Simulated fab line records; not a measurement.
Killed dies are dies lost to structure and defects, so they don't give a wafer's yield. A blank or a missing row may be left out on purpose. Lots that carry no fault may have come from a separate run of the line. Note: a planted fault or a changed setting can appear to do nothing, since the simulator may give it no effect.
fab line records | flow nandHarc
record: lots: 12 wafers: 36 lastDay: 33
route steps=1302 shown P_M0@270 THIN_TSV@1246 END@1302
lots untouched by any fault: they come from a run of this same line in which no faults occurred
startH: start of the lot's first displayed wafer, in hours after the record's first day | waitH: how many hours have passed since the lot's step before this one | " as in the row above | L1.1+2: a single row standing in for several wafers | - value missing, or start not given | * or withheld: withheld | < > ~ a bound
route shown NAME@n: NAME is a module with steps in the file, n the number in the route of the first one | usual: average and standard deviation across the fault-free wafers | same: alike in all rows | chamber/n: place in a boat | sites: the reading at each site | _std_site: standard deviation of those values | _edge_site: inner sites' mean taken away from outer sites' mean | radiusMm: how far each site lies from the wafer's centre | mask NAME#n: copy n | behind: the tool/chamber that last shaped the wafer | hold: what put the lot on hold/how long, in hours/how the hold closed | device: the n, p or np transistor that did not switch | end of line: the tests these same wafers got at the end of their route | for a step that has no rows: nothing shown but its recipe | killed: dies that structure and defects cost at the first sort, which is not the same as the wafer's yield | map: the dies of a wafer, with x for killed, . for not killed, _ for no die there
set.NAME: setting as actually run; set.NAME@STEP: the setting as run at that earlier step | model.NAME: the simulator's own value behind a step, which no gauge read
one table for each step of the route and one row for each wafer, over a sample of lots
services: the hour from which a tool's chamber was out of use, counted from the record's first day as startH (under 0 if before that day), plus the number of hours and why
== steps ==
step: NHARC_P_M0_STRIP_18
recipe: powerW: 1000 n2FlowSccm: 150 h2FlowSccm: 150 arFlowSccm: 0 biasW: 0 chemistry: N2/H2
usual: drypumpMotorCurrentA: 5.69/0.25 oesProductAu: 1.000/0.0068 rfVppV: 90.9/0.93 showerheadPlenumPTorr: 2.08/0.078 throttleValvePct: 14.171/0.0082
columns lot.wafer tool chamber startH waitH drypumpMotorCurrentA oesProductAu rfHoursCounterH rfVppV showerheadPlenumPTorr throttleValvePct
L953.1 rieDiel-13 0 129.54 0.1 5.43 0.998 20 91.6 2.04 14.173
L953.5 " 3 " " 5.81 0.997 - 90.6 2.19 14.178
L953.6 " 0 " " 5.40 1.001 - 91.9 2.04 14.166
L956.1 rieDiel-13 1 152.98 0.1 5.52 0.997 27 90.3 2.04 14.180
L956.5 " 3 " " 5.79 0.998 - 91.9 2.19 14.165
L956.6 " 0 " " 5.49 0.994 - 90.1 2.04 14.167
L957.1 rieDiel-13 0 156.45 0.1 5.46 0.999 26 89.6 2.04 14.172
L957.4 " 1 " " 5.57 1.003 28 90.9 2.04 14.174
L957.5 " 2 " " 5.99 1.002 - 89.1 1.98 14.173
L958.3 rieDiel-13 3 174.71 0.1 5.79 1.003 0 91.4 2.19 14.177
L958.1 " 0 " " 5.50 1.002 0 91.0 2.04 14.170
L958.6 " 3 " " 5.78 1.003 - 92.8 2.19 14.160
L960.3 rieDiel-09 0 196.74 0.1 5.76 1.008 12 90.9 2.15 14.180
L960.1 " 1 " " 5.64 1.007 13 91.2 2.19 14.163
L960.4 " 2 " " 5.73 1.007 15 89.7 2.03 14.190
L961.2 rieDiel-09 0 198.35 0.1 5.76 0.993 13 90.6 2.15 14.173
L961.1 " 1 " " 5.66 0.990 13 91.7 2.19 14.178
L961.3 " 3 " " 5.21 1.003 15 91.1 2.06 14.168
L963.2 rieDiel-06 0 222.23 0.1 6.23 1.001 28 90.9 2.06 14.170
L963.3 " 3 " " 5.79 0.993 29 92.1 2.11 14.182
L963.6 " 3 " " 5.80 1.003 - 90.6 2.11 14.178
L964.1 rieDiel-13 2 237.49 0.1 6.04 0.992 12 90.7 1.97 14.164
L964.4 " 0 " " 5.44 0.985 10 92.2 2.04 14.178
L964.6 " 2 " " 6.06 1.002 - 90.4 1.97 14.165
L970.3 rieDiel-13 1 287.96 0.2 5.56 1.000 19 89.7 2.03 14.171
L970.4 " 2 " " 5.95 0.991 20 88.6 1.97 14.174
L970.1 " 3 " " 5.77 1.002 18 92.2 2.18 14.184
L972.2 rieDiel-13 3 308.84 0.1 5.79 1.000 20 92.0 2.18 14.175
L972.3 " 0 " " 5.49 0.991 20 91.6 2.03 14.171
L972.4 " 0 " " 5.46 0.994 - 92.5 2.03 14.172
L973.3 rieDiel-13 0 322.72 0.1 5.50 0.995 22 91.5 2.03 14.180
L973.5 " 3 " " 5.81 1.003 - 90.6 2.18 14.178
L973.6 " 0 " " 5.50 0.985 - 90.7 2.03 14.176
L974.3 rieDiel-06 3 330.34 0.1 5.81 0.992 5 89.4 2.09 14.171
L974.4 " 0 " " 6.24 1.000 5 90.8 2.05 14.165
L974.1 " 1 " " 5.30 1.007 5 89.4 1.93 14.182
step: NHARC_THIN_TSV_THK_MEAS_02
recipe: thkMeasGauge: ir
usual: thkNm: 3012/210
columns lot.wafer tool chamber startH waitH thkNm
L953.1 filmMetro-02 - 555.35 0.2 2869
L953.5 " - " " 3091
L953.6 " - " " 3035
L957.1 filmMetro-01 - 574.07 - 3081
L957.4 " - " " 2651
L957.5 " - " " 2947
L958.1 filmMetro-02 - 587.57 - 2991
L958.3 " - " " 2910
L958.6 " - " " 3134
L956.1 filmMetro-02 - 596.49 - 3161
L956.5 " - " " 3004
L956.6 " - " " 3081
L960.1 filmMetro-02 - 611.66 0.2 3273
L960.3 " - " " 3064
L960.4 " - " " 2755
L961.1 filmMetro-02 - 612.88 - 2347
L961.2 " - " " 2743
L961.3 " - " " 2707
L963.2 filmMetro-02 - 645.20 - 2844
L963.3 " - " " 3094
L963.6 " - " " 3465
L964.1 filmMetro-01 - 647.05 - 3095
L964.4 " - " " 2962
L964.6 " - " " 3057
L972.2 filmMetro-01 - 725.06 - 2864
L972.3 " - " " 2766
L972.4 " - " " 2937
L970.1 filmMetro-01 - 736.80 0.2 3038
L970.3 " - " " 3181
L970.4 " - " " 3334
L973.3 filmMetro-02 - 755.01 0.2 2731
L973.5 " - " " 3270
L973.6 " - " " 2857
L974.1 filmMetro-02 - 757.39 0.2 3287
L974.3 " - " " 3335
L974.4 " - " " 3180
step: NHARC_THIN_TSV_STRIP_45
recipe: powerW: 1500 tempC: 250 chemistry: O2
usual: drypumpMotorCurrentA: 5.9/0.45 heaterPowerW: 381/38
columns lot.wafer tool chamber startH waitH drypumpMotorCurrentA heaterPowerW rfHoursCounterH
L953.1 plasmaAsher-01 0 557.31 0.1 5.5 353 6
L953.6 " 0 " " 5.5 359 -
L953.5 " 1 " " 6.1 420 -
L957.1 plasmaAsher-01 1 576.22 0.1 6.1 423 11
L957.4 " 0 " " 5.5 350 -
L957.5 " 1 " " 6.1 426 -
L958.1 plasmaAsher-01 0 589.65 0.1 5.5 358 13
L958.3 " 1 " " 6.2 425 -
L958.6 " 0 " " 5.5 357 -
L956.1 plasmaAsher-02 1 598.63 0.1 6.7 380 31
L956.5 " 0 " " 5.2 314 -
L956.6 " 1 " " 6.7 377 -
L960.1 plasmaAsher-01 0 613.81 0.1 5.5 357 19
L960.4 " 1 " " 6.1 418 -
L960.3 " 0 " " 5.5 354 -
L961.1 plasmaAsher-01 1 614.87 0.1 6.1 426 19
L961.2 " 0 " " 5.5 367 19
L961.3 " 1 " " 6.2 426 -
L963.2 plasmaAsher-01 1 647.29 0.1 6.1 412 26
L963.3 " 1 " " 6.1 424 -
L963.6 " 1 " " 6.1 412 -
L964.1 plasmaAsher-02 0 649.17 0.1 5.2 313 7
L964.4 " 0 " " 5.2 320 -
L964.6 " 0 " " 5.2 319 -
L972.2 plasmaAsher-02 0 727.18 0.1 5.2 327 24
L972.3 " 0 " " 5.2 328 -
L972.4 " 1 " " 6.7 398 -
L970.1 plasmaAsher-01 0 739.07 0.1 5.5 353 6
L970.3 " 1 " " 6.2 434 -
L970.4 " 0 " " 5.5 367 -
L973.3 plasmaAsher-01 1 757.11 0.2 6.2 424 -
L973.5 " 0 " " 5.5 355 -
L973.6 " 1 " " 6.2 423 -
L974.1 plasmaAsher-01 1 759.52 0.1 6.1 424 12
L974.3 " 0 " " 5.5 357 -
L974.4 " 1 " " 6.1 408 -
step: NHARC_THIN_TSV_CD_MEAS_33
recipe: targetCdNm: 5000 landingEnergyEv: 500
usual: cdNm: 5000.3/1.5
columns lot.wafer tool chamber startH waitH cdNm
L953.1 cdSem-03 0 562.18 - 4998.6
L953.5 " 0 " " 5000.2
L953.6 " 0 " " 5002.2
L957.1 cdSem-01 0 581.03 - 4998.9
L957.4 " 0 " " 4998.9
L957.5 " 0 " " 4998.4
L958.1 cdSem-02 0 594.38 - 5002.4
L958.3 " 0 " " 4999.5
L958.6 " 0 " " 5001.8
L956.1 cdSem-02 0 603.36 - 5001.3
L956.5 " 0 " " 5001.6
L956.6 " 0 " " 5002.6
L960.1 cdSem-03 0 618.50 - 5002.0
L960.3 " 0 " " 5000.6
L960.4 " 0 " " 5001.5
L961.1 cdSem-01 0 619.69 - 5000.7
L961.2 " 0 " " 5001.8
L961.3 " 0 " " 5000.3
L963.2 cdSem-03 0 652.25 - 5000.5
L963.3 " 0 " " 5001.3
L963.6 " 0 " " 5001.7
L964.1 cdSem-02 0 654.14 - 5000.1
L964.4 " 0 " " 5001.0
L964.6 " 0 " " 5001.0
L972.2 cdSem-01 0 731.93 - 5001.6
L972.3 " 0 " " 5002.3
L972.4 " 0 " " 5001.1
L970.1 cdSem-03 0 744.18 - 4998.6
L970.3 " 0 " " 5001.8
L970.4 " 0 " " 5001.4
L973.3 cdSem-02 0 761.89 - 4998.2
L973.5 " 0 " " 5002.5
L973.6 " 0 " " 5003.3
L974.1 cdSem-03 0 764.33 - 4999.9
L974.3 " 0 " " 4999.9
L974.4 " 0 " " 4997.9
step: NHARC_END_SORT_01
recipe: tempC: 25
usual: defectLimitedYield: 91.4/2.4 killedAtArray: 54/16 killedAtOther: 0.6/0.86 killedAtPeriphery: 3.8/2.6 killedDies: 58/16 killedOpen: 3.3/1.8 killedShort: 2.7/1.7 sort_bin_2_pct: 3.1/1.1 sort_bin_3_pct: 0.7/0.39 sort_bin_4_pct: 4.8/1.3 sortNPass: 619/16 sortRimYieldPct: 89/6 sortYieldPct: 91.4/2.4
same: grossDies: 677 sort_bin_5_pct[%]: 0 sort_bin_6_pct[%]: 0 sort_bin_7_pct[%]: 0 sort_bin_8_pct[%]: 0 sortRimNGross: 106.00
columns lot.wafer tool chamber startH waitH defectLimitedYield[%] killedAtArray killedAtOther killedAtPeriphery killedDies killedOpen killedShort sort_bin_2_pct[%] sort_bin_3_pct[%] sort_bin_4_pct[%] sortNPass sortRimYieldPct[%] sortYieldPct[%]
L957.1 prober-01 0 590.53 2.5 90.7 58 1 4 63 4 3 4.0 1.0 4.3 614 96 90.7
L957.5 prober-01 0 593.77 3.7 89.7 65 0 5 70 6 3 3.5 0.4 6.4 607 94 89.7
L961.1 prober-01 0 627.59 2.5 89.5 71 0 0 71 4 1 4.0 0.4 6.1 606 92 89.5
L961.2 prober-01 0 628.37 2.8 90.7 63 0 0 63 1 1 3.0 0.1 6.2 614 85 90.7
L961.3 prober-01 0 629.16 3.1 90.8 62 0 0 62 2 2 2.5 1.0 5.6 615 92 90.8
L960.3 prober-02 0 629.23 3.1 87.1 83 0 4 87 7 5 4.6 1.5 6.8 590 93 87.1
L964.1 prober-01 0 662.71 2.5 88.3 74 0 5 79 2 0 4.4 0.3 6.9 598 84 88.3
L964.4 prober-01 0 665.13 3.4 86.6 82 0 9 91 1 4 4.6 1.3 7.5 586 83 86.6
L964.6 prober-01 0 666.75 4.0 86.4 85 1 6 92 2 1 3.7 1.9 8.0 585 81 86.4
L963.2 prober-02 0 663.59 2.8 93.1 44 0 3 47 5 2 3.2 1.2 2.5 630 94 93.1
L963.3 prober-02 0 664.40 3.1 92.5 48 1 2 51 5 3 2.1 0.7 4.7 626 92 92.5
L963.6 prober-02 0 666.82 4.0 94.1 39 0 1 40 2 0 1.8 0.1 4.0 637 99 94.1
L972.2 prober-01 0 741.93 2.8 86.4 61 0 31 92 6 3 5.6 2.4 5.6 585 66 86.4
L972.3 prober-01 0 742.74 3.1 83.8 52 0 58 110 2 5 6.1 4.0 6.2 567 69 83.8
L972.4 prober-01 0 743.54 3.4 84.0 50 1 57 108 3 0 8.1 2.4 5.5 569 66 84.0
L973.3 prober-02 0 774.81 3.1 83.2 53 2 59 114 2 1 7.1 3.7 6.1 563 64 83.2
L973.5 prober-02 0 776.43 3.7 88.3 54 0 25 79 4 1 3.8 2.2 5.6 598 68 88.3
L973.6 prober-02 0 777.23 4.0 82.9 61 1 54 116 5 3 6.8 3.8 6.5 561 67 82.9
killed by level:class
L957.1 A_CHANNEL_HOLE_D2:chamberFilmFlake=24 A_CHANNEL_HOLE_D1:chamberFilmFlake=23 P_STI:chamberFilmFlake=2 A_STAIRCASE:chamberFilmFlake=2 P_GATE:geometricParticle:open=1 A_DECK1_JOINT:geometricParticle:open=1 A_ONON_D2:geometricParticle:short=1 A_CHANNEL_FILL_D2:geometricParticle:short=1
L957.5 A_CHANNEL_HOLE_D1:chamberFilmFlake=28 A_CHANNEL_HOLE_D2:chamberFilmFlake=23 P_STI:chamberFilmFlake=3 A_CONTACT:chamberFilmFlake=3 A_CHANNEL_FILL_D1:geometricParticle:open=2 P_M0:geometricParticle:open=1 P_M1:geometricParticle:open=1 A_CHANNEL_HOLE_D1:geometricParticle:short=1
L961.1 A_CHANNEL_HOLE_D2:chamberFilmFlake=40 A_SLIT:chamberFilmFlake=17 A_CHANNEL_HOLE_D1:chamberFilmFlake=4 A_CONTACT:chamberFilmFlake=3 A_ONON_D2:geometricParticle:open=2 A_STAIRCASE:chamberFilmFlake=2 A_CHANNEL_FILL_D1:geometricParticle:open=1 A_DECK1_JOINT:geometricParticle:open=1
L961.2 A_CHANNEL_HOLE_D2:chamberFilmFlake=33 A_SLIT:chamberFilmFlake=24 A_CONTACT:chamberFilmFlake=2 A_ONON_D2:geometricParticle:short=1 A_M0:geometricParticle:open=1 A_CHANNEL_HOLE_D1:chamberFilmFlake=1 A_STAIRCASE:chamberFilmFlake=1
L961.3 A_CHANNEL_HOLE_D2:chamberFilmFlake=33 A_SLIT:chamberFilmFlake=15 A_CHANNEL_HOLE_D1:chamberFilmFlake=8 A_DECK1_JOINT:geometricParticle:open=1 A_ONON_D2:geometricParticle:short=1 A_ONON_D2:geometricParticle:open=1 A_WL_FILL:geometricParticle:short=1 A_ZERO_WELL:chamberFilmFlake=1
L960.3 A_CHANNEL_HOLE_D1:chamberFilmFlake=34 A_CHANNEL_HOLE_D2:chamberFilmFlake=33 P_M0:geometricParticle:open=2 A_CHANNEL_FILL_D1:geometricParticle:open=2 A_CONTACT:chamberFilmFlake=2 P_GATE:geometricParticle:short=1 A_CHANNEL_FILL_D1:geometricParticle:short=1 A_ONON_D2:geometricParticle:short=1
L964.1 A_CHANNEL_HOLE_D1:chamberFilmFlake=29 A_SLIT:chamberFilmFlake=18 A_CHANNEL_HOLE_D2:chamberFilmFlake=14 A_CONTACT:chamberFilmFlake=6 P_GATE:chamberFilmFlake=3 A_BLC:chamberFilmFlake=3 A_STAIRCASE:chamberFilmFlake=2 P_GATE:geometricParticle:open=1
L963.2 A_CHANNEL_HOLE_D1:chamberFilmFlake=28 A_STAIRCASE:chamberFilmFlake=5 P_M0:geometricParticle:open=2 A_CONTACT:chamberFilmFlake=2 A_ONON_D1:geometricParticle:open=1 A_CHANNEL_HOLE_D2:geometricParticle:short=1 A_CHANNEL_FILL_D2:geometricParticle:short=1 A_SGD_CUT:geometricParticle:open=1
L963.3 A_CHANNEL_HOLE_D1:chamberFilmFlake=35 A_ZERO_WELL:chamberFilmFlake=2 A_CONTACT:chamberFilmFlake=2 A_STAIRCASE:chamberFilmFlake=2 P_CONTACT:geometricParticle:open=1 P_M2:geometricParticle:open=1 A_SOURCE_PLATE:geometricParticle:open=1 A_STAIRCASE:geometricParticle:short=1
L964.4 A_CHANNEL_HOLE_D1:chamberFilmFlake=42 A_SLIT:chamberFilmFlake=16 A_CHANNEL_HOLE_D2:chamberFilmFlake=7 A_CONTACT:chamberFilmFlake=5 P_GATE:chamberFilmFlake=3 P_M2:chamberFilmFlake=3 A_WL_FILL:chamberFilmFlake=3 A_SOURCE_PLATE:geometricParticle:short=2
L964.6 A_CHANNEL_HOLE_D1:chamberFilmFlake=33 A_SLIT:chamberFilmFlake=19 A_CHANNEL_HOLE_D2:chamberFilmFlake=15 A_BLC:chamberFilmFlake=7 A_CONTACT:chamberFilmFlake=4 P_GATE:chamberFilmFlake=3 A_CHANNEL_FILL_D2:chamberFilmFlake=2 A_STAIRCASE:chamberFilmFlake=2
L963.6 A_CHANNEL_HOLE_D1:chamberFilmFlake=31 A_STAIRCASE:chamberFilmFlake=2 A_BLC:chamberFilmFlake=2 A_CHANNEL_FILL_D2:geometricParticle:open=1 A_CONTACT:geometricParticle:open=1 P_GATE:chamberFilmFlake=1 A_CHANNEL_FILL_D1:chamberFilmFlake=1 A_WL_FILL:chamberFilmFlake=1
L972.2 P_M0:unspecified=27 A_SLIT:chamberFilmFlake=20 A_CHANNEL_HOLE_D2:chamberFilmFlake=19 A_CONTACT:chamberFilmFlake=6 A_CHANNEL_HOLE_D1:chamberFilmFlake=5 P_CONTACT:chamberFilmFlake=4 A_ONON_D1:geometricParticle:open=2 A_WL_FILL:chamberFilmFlake=2
L972.3 P_M0:unspecified=54 A_SLIT:chamberFilmFlake=15 A_CHANNEL_HOLE_D2:chamberFilmFlake=13 A_CONTACT:chamberFilmFlake=9 P_CONTACT:chamberFilmFlake=3 A_CHANNEL_HOLE_D1:chamberFilmFlake=3 A_WL_FILL:chamberFilmFlake=3 A_CONTACT:geometricParticle:short=2
L972.4 P_M0:unspecified=52 A_SLIT:chamberFilmFlake=15 A_CHANNEL_HOLE_D2:chamberFilmFlake=13 A_CHANNEL_HOLE_D1:chamberFilmFlake=10 A_CONTACT:chamberFilmFlake=6 P_CONTACT:chamberFilmFlake=3 A_ONON_D1:geometricParticle:open=1 A_CONTACT:geometricParticle:open=1
L973.3 P_M0:unspecified=54 A_CHANNEL_HOLE_D2:chamberFilmFlake=19 A_SLIT:chamberFilmFlake=15 A_CHANNEL_HOLE_D1:chamberFilmFlake=10 P_CONTACT:chamberFilmFlake=3 A_CONTACT:chamberFilmFlake=3 THIN_TSV:chamberFilmFlake=2 A_CHANNEL_FILL_D1:geometricParticle:open=1
L973.5 P_M0:unspecified=22 A_CHANNEL_HOLE_D2:chamberFilmFlake=17 A_SLIT:chamberFilmFlake=14 A_CHANNEL_HOLE_D1:chamberFilmFlake=6 A_CONTACT:chamberFilmFlake=4 A_STAIRCASE:chamberFilmFlake=3 A_CHANNEL_FILL_D2:chamberFilmFlake=2 A_CHANNEL_FILL_D1:chamberFilmFlake=2
L973.6 P_M0:unspecified=51 A_SLIT:chamberFilmFlake=22 A_CHANNEL_HOLE_D2:chamberFilmFlake=14 A_CONTACT:chamberFilmFlake=7 A_CHANNEL_HOLE_D1:chamberFilmFlake=5 A_STAIRCASE:chamberFilmFlake=3 A_ONON_D2:geometricParticle:short=2 P_GATE:chamberFilmFlake=2
== services ==
columns tool chamber startH hours kind
rieDiel-13 3 121.91 2.5 repair
rieDiel-13 2 122.06 14.3 repair
rieDiel-06 - 131.31 9.0 pm
rieDiel-09 3 135.27 6.5 repair
plasmaAsher-02 - 164.84 1.0 repair
rieDiel-13 - 165.18 9.0 pm
plasmaAsher-01 - 166.38 9.0 pm
rieDiel-13 1 205.06 6.9 repair
plasmaAsher-02 - 251.53 9.0 pm
rieDiel-13 2 304.40 5.2 repair
plasmaAsher-02 - 315.07 0.5 repair
rieDiel-13 - 339.34 5.2 repair
plasmaAsher-01 - 343.38 9.0 pm
rieDiel-13 - 344.59 9.0 pm
rieDiel-13 3 391.97 2.0 repair
plasmaAsher-02 - 428.53 9.0 pm
plasmaAsher-01 - 520.38 9.0 pm
rieDiel-13 - 521.78 9.0 pm
plasmaAsher-02 - 605.53 9.0 pm
rieDiel-13 - 671.11 0.3 repair
rieDiel-13 2 692.40 2.7 repair
plasmaAsher-01 - 697.38 9.0 pm
rieDiel-13 - 698.78 9.0 pm
rieDiel-13 1 742.99 11.7 repair
== key ==
firstSign: step: NHARC_END_SORT_01 reading: killedAtPeriphery direction: up sigmas: 17 usual: 3.8 struck: 47.3
effect: step: NHARC_END_SORT_01 reading: killedDies direction: up sigmas: 2.8 usual: 58 struck: 103 wafersMoved: 4
moreKillsBornAt: NHARC_P_M0_STRIP_18@rieDiel-13: 259
metAt NHARC_P_M0_STRIP_18
struckLots L972,L973
notActingAt NHARC_THIN_TSV_THK_MEAS_02,NHARC_THIN_TSV_STRIP_45,NHARC_THIN_TSV_CD_MEAS_33
onsetBetween 287.96 308.84
fault: kind: chamberParticleSource tool: rieDiel-13 chamber: - onsetH: 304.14 steps: NHARC_P_M0_STRIP_18 ratePerVisitCm2: 0.98609 endH: 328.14
